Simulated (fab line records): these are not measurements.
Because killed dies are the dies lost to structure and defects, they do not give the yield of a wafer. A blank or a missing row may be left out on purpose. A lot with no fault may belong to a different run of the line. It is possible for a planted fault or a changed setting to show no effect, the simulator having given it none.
Chamber matching || flow n5_finfet || N5_BEOL_M13_DESCUM_33 on rie_diel-02: 4 sister chambers
The step chemistry O2, time 7.9 s. 16 wafers are shown with their chamber, then 8 later ones without.

== WAFERS WITH THEIR CHAMBER ==
{"wafer": "L077.2", "chamber": 0, "showerhead_plenum_p_Torr (Torr)": 2.13, "drypump_motor_current_A (A)": 6.7, "throttle_valve_pct (%)": 20.17}
{"wafer": "L077.5", "chamber": 0, "showerhead_plenum_p_Torr (Torr)": 2.13, "drypump_motor_current_A (A)": 6.7, "throttle_valve_pct (%)": 20.16}
{"wafer": "L077.6", "chamber": 1, "showerhead_plenum_p_Torr (Torr)": 2.01, "drypump_motor_current_A (A)": 5.7, "throttle_valve_pct (%)": 20.96}
{"wafer": "L076.2", "chamber": 1, "showerhead_plenum_p_Torr (Torr)": 2.01, "drypump_motor_current_A (A)": 5.7, "throttle_valve_pct (%)": 20.99}
{"wafer": "L076.3", "chamber": 2, "showerhead_plenum_p_Torr (Torr)": 2.21, "drypump_motor_current_A (A)": 5.7, "throttle_valve_pct (%)": 20.35}
{"wafer": "L076.4", "chamber": 0, "showerhead_plenum_p_Torr (Torr)": 2.13, "drypump_motor_current_A (A)": 6.6, "throttle_valve_pct (%)": 20.16}
{"wafer": "L080.1", "chamber": 2, "showerhead_plenum_p_Torr (Torr)": 2.20, "drypump_motor_current_A (A)": 5.7, "throttle_valve_pct (%)": 20.35}
{"wafer": "L080.3", "chamber": 3, "showerhead_plenum_p_Torr (Torr)": 1.97, "drypump_motor_current_A (A)": 5.8, "throttle_valve_pct (%)": 20.15}
{"wafer": "L080.4", "chamber": 0, "showerhead_plenum_p_Torr (Torr)": 2.13, "drypump_motor_current_A (A)": 6.6, "throttle_valve_pct (%)": 20.17}
{"wafer": "L078.1", "chamber": 1, "showerhead_plenum_p_Torr (Torr)": 2.00, "drypump_motor_current_A (A)": 5.7, "throttle_valve_pct (%)": 21.00}
{"wafer": "L078.4", "chamber": 2, "showerhead_plenum_p_Torr (Torr)": 2.20, "drypump_motor_current_A (A)": 5.7, "throttle_valve_pct (%)": 20.38}
{"wafer": "L078.5", "chamber": 1, "showerhead_plenum_p_Torr (Torr)": 2.00, "drypump_motor_current_A (A)": 5.7, "throttle_valve_pct (%)": 21.00}
{"wafer": "L084.2", "chamber": 0, "showerhead_plenum_p_Torr (Torr)": 2.13, "drypump_motor_current_A (A)": 6.6, "throttle_valve_pct (%)": 20.18}
{"wafer": "L084.4", "chamber": 2, "showerhead_plenum_p_Torr (Torr)": 2.20, "drypump_motor_current_A (A)": 5.7, "throttle_valve_pct (%)": 20.39}
{"wafer": "L084.6", "chamber": 0, "showerhead_plenum_p_Torr (Torr)": 2.13, "drypump_motor_current_A (A)": 6.7, "throttle_valve_pct (%)": 20.20}
{"wafer": "L085.1", "chamber": 2, "showerhead_plenum_p_Torr (Torr)": 2.20, "drypump_motor_current_A (A)": 5.7, "throttle_valve_pct (%)": 20.38}

SIGNATURES, as means of the wafers listed above
{"reading": "showerhead_plenum_p_Torr", "chamber 0": 2.1300, "chamber 1": 2.0050, "chamber 2": 2.2020, "chamber 3": 1.9700, "scatter within a chamber": 0.00387}
{"reading": "drypump_motor_current_A", "chamber 0": 6.650, "chamber 1": 5.700, "chamber 2": 5.700, "chamber 3": 5.800, "scatter within a chamber": 0.0354}
{"reading": "throttle_valve_pct", "chamber 0": 20.1733, "chamber 1": 20.9875, "chamber 2": 20.3700, "chamber 3": 20.1500, "scatter within a chamber": 0.0173}
Rule: for each reading, subtract the chamber's mean from the wafer's reading, divide by that reading's scatter and square the result; add these up over the readings and take the root, which gives the wafer's distance from the chamber. If the next closest chamber is less than 2 further off than the closest, the wafer can't be placed; otherwise it belongs to the closest. The scatter: take each reading less its chamber's mean, square it, sum over the shown wafers, divide by the number of wafers less the number of chambers, and take the root.

== WAFERS WITHOUT THEIR CHAMBER ==
{"wafer": "L085.2", "showerhead_plenum_p_Torr (Torr)": 1.97, "drypump_motor_current_A (A)": 5.9, "throttle_valve_pct (%)": 20.17}
{"wafer": "L085.6", "showerhead_plenum_p_Torr (Torr)": 2.13, "drypump_motor_current_A (A)": 6.7, "throttle_valve_pct (%)": 20.18}
{"wafer": "L086.2", "showerhead_plenum_p_Torr (Torr)": 2.20, "drypump_motor_current_A (A)": 5.7, "throttle_valve_pct (%)": 20.38}
{"wafer": "L086.5", "showerhead_plenum_p_Torr (Torr)": 1.97, "drypump_motor_current_A (A)": 5.8, "throttle_valve_pct (%)": 20.16}
{"wafer": "L086.6", "showerhead_plenum_p_Torr (Torr)": 2.13, "drypump_motor_current_A (A)": 6.6, "throttle_valve_pct (%)": 20.20}
{"wafer": "L090.1", "showerhead_plenum_p_Torr (Torr)": 1.97, "drypump_motor_current_A (A)": 5.8, "throttle_valve_pct (%)": 20.18}
{"wafer": "L090.3", "showerhead_plenum_p_Torr (Torr)": 2.00, "drypump_motor_current_A (A)": 5.8, "throttle_valve_pct (%)": 21.00}
{"wafer": "L090.5", "showerhead_plenum_p_Torr (Torr)": 2.00, "drypump_motor_current_A (A)": 5.8, "throttle_valve_pct (%)": 21.01}

== WHICH CHAMBER EACH ONE RAN IN ==
{"wafer": "L085.2", "from the rows above": 3, "in truth": 3}
{"wafer": "L085.6", "from the rows above": 0, "in truth": 0}
{"wafer": "L086.2", "from the rows above": 2, "in truth": 2}
{"wafer": "L086.5", "from the rows above": 3, "in truth": 3}
{"wafer": "L086.6", "from the rows above": 0, "in truth": 0}
{"wafer": "L090.1", "from the rows above": 3, "in truth": 3}
{"wafer": "L090.3", "from the rows above": 1, "in truth": 1}
{"wafer": "L090.5", "from the rows above": 1, "in truth": 1}
8 of 8 placed correctly. Not placeable from these rows: 0. Placed wrongly: 0.
